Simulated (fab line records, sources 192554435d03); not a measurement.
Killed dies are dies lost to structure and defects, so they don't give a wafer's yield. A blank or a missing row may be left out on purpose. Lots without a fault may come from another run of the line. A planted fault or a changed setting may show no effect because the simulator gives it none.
Which tool did it? | flow n5_finfet | 12 lots, 36 wafers sampled, at 6 steps of a route of 1938

WHAT THE GAUGES READ, wafer by wafer
N5_BEOL_M3_THK_MEAS_01.
lot  | measured     | on            | M3_ILD_THK (nm)
L075 | day 7 19:40  | film_metro-02 | 77.8 79.5 79.7
L077 | day 8 00:46  | film_metro-02 | 78.1 79.7 79.4
L079 | day 8 14:24  | film_metro-02 | 79.9 80.0 78.9
L081 | day 9 03:52  | film_metro-02 | 77.8 79.1 79.5
L083 | day 9 15:04  | film_metro-01 | 78.0 77.5 79.6
L084 | day 10 01:32 | film_metro-02 | 78.9 78.1 79.9
L086 | day 10 08:46 | film_metro-02 | 77.5 78.3 78.9
L089 | day 11 01:52 | film_metro-02 | 76.2 80.1 78.0
L091 | day 11 13:39 | film_metro-02 | 77.5 78.8 80.1
L094 | day 12 06:04 | film_metro-02 | 78.4 78.5 78.5
L096 | day 12 11:22 | film_metro-01 | 77.1 78.6 78.2
L097 | day 12 22:10 | film_metro-01 | 77.7 80.3 80.4

WHICH TOOL RAN EACH LOT (tool, then ch and the chambers of the sampled wafers, then the start)
lot  | N5_BEOL_M2_DEGAS_44          | N5_BEOL_M2_ANNEAL_82         | N5_BEOL_M2_ANNEAL_89         | N5_BEOL_M2_SPUTTER_90        | N5_BEOL_M2_ANNEAL_91
L075 | pvd_sputter-01, day 7 07:11  | pvd_sputter-02, day 7 08:17  | pvd_sputter-02, day 7 08:44  | pvd_sputter-02, day 7 17:50  | pvd_sputter-02, day 7 17:55
L077 | pvd_sputter-03, day 7 21:02  | pvd_sputter-01, day 7 22:16  | pvd_sputter-01, day 7 22:43  | pvd_sputter-01, day 7 22:51  | pvd_sputter-01, day 7 22:56
L079 | pvd_sputter-02, day 8 09:04  | pvd_sputter-01, day 8 11:59  | pvd_sputter-01, day 8 12:25  | pvd_sputter-01, day 8 12:34  | pvd_sputter-01, day 8 12:38
L081 | pvd_sputter-03, day 8 23:59  | pvd_sputter-02, day 9 01:24  | pvd_sputter-02, day 9 01:50  | pvd_sputter-02, day 9 01:59  | pvd_sputter-02, day 9 02:04
L083 | pvd_sputter-01, day 9 09:27  | pvd_sputter-03, day 9 12:38  | pvd_sputter-03, day 9 13:05  | pvd_sputter-03, day 9 13:13  | pvd_sputter-03, day 9 13:18
L084 | pvd_sputter-03, day 9 19:41  | pvd_sputter-03, day 9 22:41  | pvd_sputter-03, day 9 23:07  | pvd_sputter-03, day 9 23:16  | pvd_sputter-03, day 9 23:20
L086 | pvd_sputter-01, day 10 04:53 | pvd_sputter-03, day 10 06:04 | pvd_sputter-03, day 10 06:30 | pvd_sputter-03, day 10 06:38 | pvd_sputter-03, day 10 06:43
L089 | pvd_sputter-02, day 10 22:19 | pvd_sputter-02, day 10 23:26 | pvd_sputter-02, day 10 23:53 | pvd_sputter-02, day 11 00:01 | pvd_sputter-02, day 11 00:06
L091 | pvd_sputter-01, day 11 09:38 | pvd_sputter-01, day 11 11:05 | pvd_sputter-01, day 11 11:31 | pvd_sputter-01, day 11 11:40 | pvd_sputter-01, day 11 11:44
L094 | pvd_sputter-02, day 12 02:19 | pvd_sputter-03, day 12 03:32 | pvd_sputter-03, day 12 03:59 | pvd_sputter-03, day 12 04:07 | pvd_sputter-03, day 12 04:12
L096 | pvd_sputter-01, day 12 05:55 | pvd_sputter-03, day 12 08:30 | pvd_sputter-03, day 12 08:56 | pvd_sputter-03, day 12 09:05 | pvd_sputter-03, day 12 09:10
L097 | pvd_sputter-03, day 12 18:17 | pvd_sputter-03, day 12 19:44 | pvd_sputter-03, day 12 20:11 | pvd_sputter-03, day 12 20:19 | pvd_sputter-03, day 12 20:24
- N5_BEOL_M2_DEGAS_44: time 60 s.
- N5_BEOL_M2_ANNEAL_82: time 240 s.
- N5_BEOL_M2_ANNEAL_89: time 240 s.
- N5_BEOL_M2_SPUTTER_90: material Cu, target thk 4.5 nm, time 8.29 s.
- N5_BEOL_M2_ANNEAL_91: time 240 s.

THE ANSWER, worked out from the rows above alone
Rule: what is usual is taken from the lots themselves. Put in order of their means at a reading, lots are off if they are a third of the lots or fewer, leave a main group of 4 or more, and stand apart from it by a gap of 3 or more times the standard deviation of the main group's means; of several such gaps the widest counts. A main group whose means are all the same, to the digits that the tables above print for the reading, isn't used. A lot without any number at a reading at which 4 lots or more have one is off too. The other lots that the step has rows for count as sound.
No lot is off at any reading shown: from this, nothing can be told.

WHAT THE SIMULATOR HAD PUT IN
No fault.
